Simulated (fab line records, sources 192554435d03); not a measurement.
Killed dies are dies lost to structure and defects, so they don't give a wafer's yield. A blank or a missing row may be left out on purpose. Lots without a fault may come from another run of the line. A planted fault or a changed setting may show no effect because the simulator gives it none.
A struck lot beside a sound one | flow n5_finfet | 38 steps out of a route of 1938
Sound: wafers L986.1, L986.2, L986.3. Struck: wafers L996.4, L996.5. The cause comes at the end.
At each step with rows: each side's tool, then ch and its chambers, then its first start. Under that, the readings that differ: sound wafers | struck wafers | difference of the means | sigmas: that difference in standard deviations of wafers without a fault.
alike: readings whose means differ by less than 2 such deviations, and words and numbers that are the same on both sides. not compared: withheld readings, readings that some wafer has no value for, bounds like >300 that may hide the same value, and numbers for which the record gives no deviation and whose values overlap.
The two part at a step that has a row with sigmas, a row that says differs or no value, or rows on one side only. Numbers that don't overlap but have no deviation are shown without sigmas and don't part them. A reading that every wafer of one side lacks parts them only if that side has two wafers or more.

first, 9 steps without rows for these wafers: N5_BEOL_M4_ANNEAL_95 (time 240 s); N5_BEOL_M4_SPUTTER_96 (material Cu, target thk 4.5 nm, time 8.29 s); N5_BEOL_M4_ECD_50 (material Cu, target thk 300 nm); N5_BEOL_M4_ANNEAL_51 (time 90 s); N5_BEOL_M4_CMP_52 (polishes, stops on SiOC, t overpolish 6.8 s, target thk 40 nm); N5_BEOL_M4_PRE_CLEAN_60 (time 15 s); N5_BEOL_M4_CO_CAP_55 (material Co, precursor CCTBA/H2, target thk 2 nm, time 102.1 s); N5_BEOL_M4_PRE_CLEAN_56 (time 15 s); N5_BEOL_M4_DEP_57 (deposits SiCN from 3MS/NH3, target thk 8 nm, time 14 s).
N5_BEOL_M4_RC_MEAS_101:
  sound on prober-02 ch 0, day 8 17:54; struck on prober-01 ch 0, day 12 05:15
  alike: DIBL_N, DIBL_P, IOFF_N, IOFF_P, ION_N, ION_P, SS_N, SS_P, VT_N, VT_P
then, 24 steps without rows for these wafers: N5_BEOL_M5_ILD_DEP_00 (deposits SiCOH lowk from DEMS/porogen, target thk 140.64 nm, time 25.9 s); N5_BEOL_M5_CURE_79 (cures SiCOH lowk, time 240 s); N5_BEOL_M5_PECVD_70 (deposits SiO2 from TEOS/O2, target thk 16 nm, time 18 s); N5_BEOL_M5_HM_DEP_02 (deposits TiN, target thk 20 nm); N5_BEOL_M5_COAT_59 (time 60 s, resist thk 60 nm); N5_BEOL_M5_COAT_60 (time 60 s, resist thk 12 nm); N5_BEOL_M5_COAT_71 (time 60 s, resist thk 5 nm); N5_BEOL_M5_COAT_05 (resist thk 30 nm); N5_BEOL_M5_EBR_07; N5_BEOL_M5_SOFTBAKE_06 (time 60 s); N5_BEOL_M5_EXPOSE_08 (exposes mask M5, target cd 28 nm); N5_BEOL_M5_PEB_09 (peb time 60 s); N5_BEOL_M5_DEVELOP_10 (develop time 30 s); N5_BEOL_M5_DESCUM_16 (chemistry O2, time 7 s); N5_BEOL_M5_ETCH_72 (etches underlayer in N2/H2, target depth 6.5 nm, time 5.2 s); N5_BEOL_M5_ETCH_61 (etches SiARC in CF4, target depth 15.6 nm, time 26 s); N5_BEOL_M5_ETCH_62 (etches SOC in N2/H2, target depth 75 nm, overetch 15 nm, time 112.5 s); N5_BEOL_M5_STRIP_63 (strips in N2/H2); N5_BEOL_M5_STRIP_73 (strips in N2/H2); N5_BEOL_M5_STRIP_64 (strips in CF4); N5_BEOL_M5_HM_OPEN_17 (chemistry Cl2/BCl3, target TiN, target depth 20 nm, overetch 6 nm); N5_BEOL_M5_STRIP_19 (strips in O2); N5_BEOL_M5_COAT_65 (time 60 s, resist thk 60 nm); N5_BEOL_M5_COAT_66 (time 60 s, resist thk 12 nm).
-- the record jumps here: 2 days lie between the struck wafers' starts before and after (it left off in module BEOL_M5 and takes up again in module BEOL_M11, whose first step shown is number 1536 of the route) --
N5_BEOL_M11_ILD_DEP_00: deposits SiCOH lowk from DEMS/porogen, target thk 308.51 nm, time 58 s.
  sound on pecvd-02 ch 0,1,2, day 10 20:17; struck on pecvd-02 ch 0,2, day 14 07:52
  reading                                             | sound             | struck      | difference                    | sigmas
  run_length_s (s)                                    | 100.1 101.0 101.1 | 124.1 122.9 | +22.8                         | +38
  since_wet_clean_h (h)                               | 1303 487 2028     | - -         | no value on the struck wafers |
  model.SiCOH_lowk_of_BEOL_M11_ILD_DEP_00.thk_nm (nm) | 303.2 303.4 305.8 | 428 429.2   | +124                          |
  alike: heater_power_w, showerhead_plenum_p_Torr, susceptor_temp_C, throttle_valve_pct
N5_BEOL_M11_THK_MEAS_01:
  sound on film_metro-01, day 10 20:52; struck on film_metro-01, day 14 08:26
  reading          | sound       | struck  | difference | sigmas
  M11_ILD_THK (nm) | 263 264 266 | 374 375 | +110       | +28
N5_BEOL_M11_CMP_52: polishes, stops on SiCOH lowk, t overpolish 7 s, target thk 140 nm.
  sound on cmp-03 ch 0,1,2, day 11 03:56; struck on cmp-03 ch 1,2, day 14 14:43
  reading                                             | sound             | struck      | difference | sigmas
  model.SiCOH_lowk_of_BEOL_M11_ILD_DEP_00.thk_nm (nm) | 260.4 260.6 262.6 | 371.2 372.4 | +110.6     |
  alike: motor_current_A
N5_PASSIVATION_PROBE_49:
  sound on prober-01, day 13 05:07; struck on prober-02, day 16 05:15
  reading                  | sound          | struck    | difference | sigmas
  defect_limited_yield (%) | 93.1 92.1 90.2 | 0 0       | -92        | -61
  killed_at_M4_up          | 8 10 14        | 1091 1094 | +1082      | +99 or more
  killed_dies              | 81 93 116      | 1180 1180 | +1083      | +60
  killed_on_rim            | 11 14 20       | 152 152   | +137       | +34
  sort_bin_5_function (%)  | 3.4 5.6 5.8    | 96.9 96.4 | +91.7      | +96
  sort_n_pass              | 1099 1087 1064 | 0 0       | -1083      | -60
  sort_yield_pct (%)       | 93.1 92.1 90.2 | 0 0       | -92        | -61
  alike: killed_at_M0_to_M3, killed_at_contacts, killed_at_front_end, killed_at_other, killed_open, killed_short, sort_bin_6_memory

WHERE THEY PART
First at N5_BEOL_M11_ILD_DEP_00; last, within this record, at N5_PASSIVATION_PROBE_49.

WHY: what the simulator had put in
Process parameter drift: pecvd-02, from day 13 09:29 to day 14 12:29, at N5_BEOL_M11_ILD_DEP_00. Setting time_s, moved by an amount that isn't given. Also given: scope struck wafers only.
